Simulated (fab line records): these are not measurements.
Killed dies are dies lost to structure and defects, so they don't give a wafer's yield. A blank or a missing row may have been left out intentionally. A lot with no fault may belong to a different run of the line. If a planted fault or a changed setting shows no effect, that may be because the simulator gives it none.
A lot that was struck, set against a sound lot || flow n5Finfet || 44 steps out of a route of 1938
Sound: these wafers, L598.2, L598.4, L598.5. Struck: wafer L602.6; the same lot's L602.1 was not struck, so it is left out; see the end for the cause.
Per side, at each step with rows, come the tool, then ch with its chambers, and then its first start. Under that, the readings that differ: sound wafers || struck wafers || difference of the means || sigmas: that difference in standard deviations of wafers without a fault.
alike: readings whose means differ by less than 2 such deviations, and words and numbers that are the same on both sides. not compared: withheld readings, readings that some wafer has no value for, bounds like >300 that may hide the same value, and numbers for which the record gives no deviation and whose values overlap.
The two part at a step that has a row with sigmas, a row that says differs or no value, or rows on one side only. Non-overlapping numbers with no deviation appear without sigmas and do not part them. A reading that every wafer of one side lacks parts them only if that side has two wafers or more.

N5_BEOL_M3_ANNEAL_95: time 240 s.
  sound on pvdSputter-03 at day 9 05:19; struck on pvdSputter-01 at day 10 09:53
{"reading": "susceptorTempC (C)", "sound": "399.94 399.83 399.91", "struck": 400.34, "difference": "+0.45", "sigmas": "+2"}
  alike: heaterPowerW
N5_BEOL_M3_SPUTTER_96: material Cu, target thk 4.5 nm, time 8.29 s.
  sound on pvdSputter-03 at day 9 05:28; struck on pvdSputter-01 at day 10 10:02
  alike: susceptorTempC, throttleValvePct
then, 3 steps without rows for these wafers: N5_BEOL_M3_ECD_50 (material Cu, target thk 300 nm); N5_BEOL_M3_ANNEAL_51 (time 90 s); N5_BEOL_M3_CMP_52 (polishes, stops on SiOC, t overpolish 6.8 s, target thk 40 nm).
N5_BEOL_M3_THK_MEAS_53: measures by xrf.
  sound on filmMetro-01 at day 9 06:16; struck on filmMetro-01 at day 10 10:49
  alike: M3_THK
N5_BEOL_M3_PRE_CLEAN_60: time 15 s.
  sound on cvdCo-02 ch 1,2, day 9 06:22; struck on cvdCo-01 ch 2, day 10 10:51
  alike: heaterPowerW
  not compared: sinceWetCleanH, susceptorTempC
then, 3 steps without rows for these wafers: N5_BEOL_M3_CO_CAP_55 (material Co, precursor CCTBA/H2, target thk 2 nm, time 102.1 s); N5_BEOL_M3_PRE_CLEAN_56 (time 15 s); N5_BEOL_M3_DEP_57 (deposits SiCN from 3MS/NH3, target thk 8 nm, time 14 s).
N5_BEOL_M3_RS_MEAS_58: measurement is done with a four-point probe.
  sound on filmMetro-02 at day 9 06:35; struck on filmMetro-01 at day 10 11:07
  alike: M3_RS
N5_BEOL_M3_INSPECT_59: inspects for defects (darkfield).
  sound on defectInspect-02 at day 9 06:50; struck on defectInspect-02 at day 10 11:08
  alike: rawDefectCount
N5_BEOL_M4_ILD_DEP_00: deposits SiOC from DEMS/O2, target thk 79 nm, time 15.3 s.
  sound on pecvd-02 ch 1,2, day 9 06:52; struck on pecvd-03 ch 0, day 10 11:10
{"reading": "model.SiOC_of_BEOL_M4_ILD_DEP_00.thkNm (nm)", "sound": "78.8 79.2 78.4", "struck": 54.2, "difference": -24.6, "sigmas": ""}
  alike: heaterPowerW, showerheadPlenumPTorr, showerheadVppV, susceptorTempC, throttleValvePct
  not compared: sinceWetCleanH
N5_BEOL_M4_THK_MEAS_01:
  sound on filmMetro-02 at day 9 06:56; struck on filmMetro-01 at day 10 11:16
{"reading": "M4_ILD_THK (nm)", "sound": "78.8 79.3 78.4", "struck": 54.2, "difference": -24.6, "sigmas": -21}
N5_BEOL_M4_PECVD_72: deposits SiO2 from TEOS/O2, target thk 16 nm, time 18 s.
  sound on pecvd-03 ch 0,2, day 9 06:58; struck on pecvd-04 ch 1, day 10 11:17
{"reading": "heaterPowerW (W)", "sound": "1001 979 883", "struck": 728, "difference": -226, "sigmas": -2}
  alike: showerheadPlenumPTorr, showerheadVppV, susceptorTempC, throttleValvePct
  not compared: sinceWetCleanH
then, 10 steps without rows for these wafers: N5_BEOL_M4_HM_DEP_02 (deposits TiN, target thk 20 nm); N5_BEOL_M4_COAT_61 (time 60 s, resist thk 60 nm); N5_BEOL_M4_COAT_62 (time 60 s, resist thk 12 nm); N5_BEOL_M4_COAT_73 (time 60 s, resist thk 5 nm); N5_BEOL_M4_COAT_05 (resist thk 30 nm); N5_BEOL_M4_EBR_07; N5_BEOL_M4_SOFTBAKE_06 (time 60 s); N5_BEOL_M4_EXPOSE_08 (exposes mask M4); N5_BEOL_M4_PEB_09 (peb time 60 s); N5_BEOL_M4_DEVELOP_10 (develop time 30 s).
N5_BEOL_M4_CD_MEAS_11: the cd target is 16.79 nm.
  sound on cdSem-03 ch 0, day 9 10:14; struck on cdSem-01 ch 0, day 10 12:13
{"reading": "cdNm (nm)", "sound": "16.63 16.78 16.63", "struck": 17.39, "difference": "+0.71", "sigmas": "+3"}
N5_BEOL_M4_OVL_MEAS_12:
  sound on overlay-01 ch 0, day 9 10:17; struck on overlay-02 ch 0, day 10 12:14
  alike: M4_OVL
N5_BEOL_M4_INSPECT_13: inspects for defects (brightfield).
  sound on defectInspect-02 at day 9 10:20; struck on defectInspect-02 at day 10 12:33
  alike: rawDefectCount
then, 3 steps without rows for these wafers: N5_BEOL_M4_DESCUM_16 (chemistry O2, time 7 s); N5_BEOL_M4_ETCH_74 (etches underlayer in N2/H2, target depth 6.5 nm, time 5.2 s); N5_BEOL_M4_ETCH_63 (etches SiARC in CF4, target depth 15.6 nm, time 26 s).
N5_BEOL_M4_ETCH_64: etches SOC in N2/H2, target depth 75 nm, overetch 22.5 nm, time 121.9 s.
  sound on rieDiel-04 ch 0,2,3, day 9 10:34; struck on rieDiel-01 ch 1, day 10 12:40
  alike: drypumpMotorCurrentA, oesProductAu, rfVppV, showerheadPlenumPTorr, throttleValvePct
  not compared: rfHoursCounterH
then, 5 steps without rows for these wafers: N5_BEOL_M4_STRIP_65 (strips in N2/H2); N5_BEOL_M4_STRIP_75 (strips in N2/H2); N5_BEOL_M4_STRIP_66 (strips in CF4); N5_BEOL_M4_HM_OPEN_17 (chemistry Cl2/BCl3, target TiN, target depth 20 nm, overetch 6 nm); N5_BEOL_M4_STRIP_19 (strips in O2).
N5_BEOL_M4_CD_MEAS_18: pitch 36 nm, target cd 18 nm.
  sound on cdSem-02 at day 9 10:55; struck on cdSem-02 at day 10 13:02
  alike: cdNm
then, 4 steps without rows for these wafers: N5_BEOL_M4_COAT_67 (time 60 s, resist thk 60 nm); N5_BEOL_M4_COAT_68 (time 60 s, resist thk 12 nm); N5_BEOL_M4_COAT_76 (time 60 s, resist thk 5 nm); N5_BEOL_M4_COAT_22 (resist thk 30 nm).
N5_BEOL_M4_CMP_52: polishes, stops on SiOC, t overpolish 6.8 s, target thk 40 nm.
  sound on cmp-04 ch 0,1,3, day 10 05:28; struck on cmp-01 ch 1, day 11 10:00
{"reading": "model.SiOC_of_BEOL_M4_ILD_DEP_00.thkNm (nm)", "sound": "75.8 76.2 75.4", "struck": 51.2, "difference": -24.6, "sigmas": ""}
  alike: clearingPlatenDownForcePsi, headPressurePsi, motorCurrentA
N5_BEOL_M4_RC_MEAS_101:
  the record has rows for the sound wafers here (prober-01 ch 0, day 10 06:14) and none for the struck ones

== WHERE THEY PART ==
Earliest at N5_BEOL_M3_ANNEAL_95; latest, in this record, at N5_BEOL_M4_RC_MEAS_101.

WHY: what had been put in by the simulator
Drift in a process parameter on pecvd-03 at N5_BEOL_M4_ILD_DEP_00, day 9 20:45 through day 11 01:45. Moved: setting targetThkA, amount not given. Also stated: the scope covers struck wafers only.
